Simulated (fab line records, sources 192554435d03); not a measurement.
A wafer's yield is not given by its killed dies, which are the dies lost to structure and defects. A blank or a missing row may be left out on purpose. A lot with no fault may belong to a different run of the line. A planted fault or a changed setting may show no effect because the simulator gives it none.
Comparing a struck lot with a sound one    flow n5_finfet    37 steps out of a route of 1938
Sound: the wafers L525.2, L525.4, L525.6. The struck wafers were L535.1, L535.4, L535.6. At the end, the cause is stated.
Per side, at each step with rows, come the tool, then ch with its chambers, and then its first start. Under that, the readings that differ: sound wafers    struck wafers    difference of the means    sigmas: that difference in standard deviations of wafers without a fault.
alike: words and numbers the same on both sides, and readings whose means are apart by under 2 such deviations; not compared: readings that were withheld, readings missing a value for some wafer, numbers with overlapping values and no deviation given by the record, and bounds like >300 which may hide the same value.
The two part at a step that has a row with sigmas, a row that says differs or no value, or rows on one side only. When numbers do not overlap yet have no deviation, they are printed without sigmas and do not part them. A reading missing from all wafers of one side parts the sides only when that side holds two or more wafers.

first, 9 steps without rows for these wafers: N5_PMOS_HMC_CHANNEL_EPI_EXPOSE_06 (exposes mask PMOS HMC BLK, target cd 240 nm); N5_PMOS_HMC_CHANNEL_EPI_PEB_07 (peb time 60 s); N5_PMOS_HMC_CHANNEL_EPI_DEVELOP_08 (develop time 30 s); N5_PMOS_HMC_CHANNEL_EPI_DESCUM_14 (chemistry O2, time 7.9 s); N5_PMOS_HMC_CHANNEL_EPI_ETCH_32 (etches BARC in N2/H2, stops on SiO2, target depth 85.8 nm, time 50.3 s); N5_PMOS_HMC_CHANNEL_EPI_HM_OPEN_15 (chemistry CHF3/O2, target SiO2, target depth 40.6 nm, time 20.3 s); N5_PMOS_HMC_CHANNEL_EPI_STRIP_33 (strips in N2/H2); N5_PMOS_HMC_CHANNEL_EPI_STRIP_17 (strips in SPM, time 750 s); N5_PMOS_HMC_CHANNEL_EPI_ETCH_38 (etches SiO2 in CF4, target depth 1.5 nm).
N5_PMOS_HMC_CHANNEL_EPI_FIN_RECESS_16: chemistry HBr/Cl2, target Si, target depth 54 nm, time 18 s.
  sound on rie_si-04 ch 1,3, day 2 18:03; struck on rie_si-05 ch 0,1,2, day 5 06:04
  no value came back on the struck wafers for any of 5 readings (HBr_flow_sccm (sccm), bias_w (W) and others); on the sound wafers HBr_flow_sccm (sccm) reads 149.8 149.8 149.8
reading                                                   sound             struck             difference  sigmas
model.SiO2_of_PMOS_HMC_CHANNEL_EPI_HM_DEP_34.thk_nm (nm)  30.28 30.9 30.51  33.31 34.34 34.25  +3.40       
  not compared: rf_hours_counter_h
then, 1 step without rows for these wafers: N5_PMOS_HMC_CHANNEL_EPI_PRECLEAN_36 (cleans in O3/DIW, time 45 s).
N5_PMOS_HMC_CHANNEL_EPI_PRECLEAN_18: cleans in DHF, time 30 s.
  sound on wet_bench-02 ch 1,6,7, day 2 18:10; struck on wet_bench-01 ch 1,5,6, day 5 06:11
reading                                                   sound              struck            difference  sigmas
model.SiO2_of_PMOS_HMC_CHANNEL_EPI_HM_DEP_34.thk_nm (nm)  24.71 25.34 24.98  27.79 28.8 28.76  +3.44       
  alike: temp_c
then, 22 steps without rows for these wafers: N5_PMOS_HMC_CHANNEL_EPI_SRD_19 (time 30 s); N5_PMOS_HMC_CHANNEL_EPI_EPI_20 (deposits SiGe30, target thk 59 nm); N5_PMOS_HMC_CHANNEL_EPI_HM_STRIP_35 (strips SiO2 in dHF, material SiO2, target depth 39.6 nm, time 216 s); N5_PMOS_HMC_CHANNEL_EPI_SRD_39 (time 30 s); N5_PMOS_HMC_CHANNEL_EPI_CMP_21 (polishes SiGe30, target thk 54 nm); N5_PMOS_HMC_CHANNEL_EPI_PRECLEAN_40 (cleans in DHF, time 30 s); N5_PMOS_HMC_CHANNEL_EPI_PRECLEAN_37 (cleans in O3/DIW, time 45 s); N5_PMOS_HMC_CHANNEL_EPI_PRECLEAN_24 (cleans in DHF, time 30 s); N5_PMOS_HMC_CHANNEL_EPI_SRD_25 (time 30 s); N5_PMOS_HMC_CHANNEL_EPI_EPI_26 (deposits Si from SiH4/H2, target thk 3.8 nm, time 22.7 s); N5_FIN_SAQP_PRECLEAN_42 (cleans in O3/DIW, time 60 s); N5_FIN_SAQP_PRECLEAN_00 (cleans in SC1, time 60 s); N5_FIN_SAQP_PRECLEAN_44 (cleans in SC2, time 45 s); N5_FIN_SAQP_SRD_01 (time 30 s); N5_FIN_SAQP_ALD_61 (deposits SiO2, target thk 4 nm, pulse time 1 s, purge time 2 s); N5_FIN_SAQP_DENSIFY_62 (time 60 s); N5_FIN_SAQP_HM_DEP_03 (deposits SiNx from SiH4/NH3/N2, target thk 38 nm, time 33.6 s); N5_FIN_SAQP_PECVD_47 (deposits a-Si from SiH4/He, target thk 45 nm, time 36.3 s); N5_FIN_SAQP_PECVD_48 (deposits SiNx from SiH4/NH3/N2, target thk 25 nm, time 22.1 s); N5_FIN_SAQP_PECVD_06 (deposits a-Si from SiH4/He, target thk 60 nm, time 48.1 s); N5_FIN_SAQP_HM_DEP_72 (deposits SiO2 from SiH4/N2O, target thk 12 nm, time 7.2 s); N5_FIN_SAQP_COAT_49 (time 60 s, resist thk 100 nm).
N5_FIN_SAQP_OVL_MEAS_17:
  sound on overlay-02 ch 0, day 2 21:34; struck on overlay-02 ch 0, day 5 09:47
reading            sound         struck  difference                     sigmas
FIN_CORE_OVL (nm)  0.2 -0.8 0.8  - - -   no value on the struck wafers  
-- a jump in the record: the struck wafers' starts before and after are 7 days apart (it breaks off in module FIN_SAQP and resumes in module BEOL_M4, where the first step shown is number 1111 of the route) --
N5_BEOL_M4_RC_MEAS_101:
  sound on prober-02 ch 0, day 8 18:12; struck on prober-01 ch 0, day 12 21:05
reading              sound                     struck                   difference  sigmas
CJ_P                 6.08 5.83 5.84            6.48 6.53 6.49           +0.58       +4
DIBL_P (mV/V)        36.1 39.5 35.2            54.2 55.6 53.9           +17.6       +8
IOFF_P (nA/um)       0.20 0.25 0.19            0.00 0.00 0.00           -0.21       -6
IOFF_P_85C (nA/um)   3.4 4.2 3.2               0.0 0.1 0.0              -3.6        -7
IOFF_P_LIN (nA/um)   0.096 0.111 0.090         0.000 0.001 0.000        -0.099      -8
IOFF_P_LONG (nA/um)  0.000104 9.9e-05 9.8e-05  3.1e-05 3.2e-05 3.1e-05  -6.9e-05    -8
ION_P (uA/um)        466 465 457               114 119 120              -345        -41
REXT_P (ohm.um)      95.8 96.3 95.8            77.3 77.6 77.0           -18.7       -7
SS_P (mV/dec)        73.9 74.8 73.1            75.4 76.3 75.8           +1.9        +3
VT_P (mV)            -252 -247 -255            -417 -413 -417           -164        -53
VT_P_LONG (mV)       -278 -276 -277            -497 -494 -494           -218        -70
VT_P_LVT (mV)        -101.8 -98.1 -102.8       -266.4 -263.7 -266.2     -164.5      -63
  alike: DIBL_N, IOFF_N, ION_N, SS_N, VT_N
-- here the record skips 4 days between the struck wafers' starts before and after, leaving off in module BEOL_M4 and picking up in module PASSIVATION (first step shown: number 1936 of the route) --
N5_PASSIVATION_PROBE_49:
  sound on prober-01, day 12 02:04; struck on prober-02, day 16 15:54
reading               sound           struck             difference  sigmas
sort_bin_8_speed (%)  0 0 0           92.12 91.69 91.44  +91.75      +99 or more
sort_n_pass           1055 1106 1075  0 0 0              -1079       -60
sort_yield_pct (%)    89.4 93.7 91.1  0 0 0              -91         -61
  alike: defect_limited_yield, killed_at_M0_to_M3, killed_at_M4_up, killed_at_contacts, killed_at_front_end, killed_at_other, killed_dies, killed_on_rim, killed_open, killed_short, sort_bin_5_function, sort_bin_6_memory

WHERE THEY PART
Last at N5_PASSIVATION_PROBE_49 as far as this record goes, first at N5_PMOS_HMC_CHANNEL_EPI_FIN_RECESS_16.

WHY: what had been put in by the simulator
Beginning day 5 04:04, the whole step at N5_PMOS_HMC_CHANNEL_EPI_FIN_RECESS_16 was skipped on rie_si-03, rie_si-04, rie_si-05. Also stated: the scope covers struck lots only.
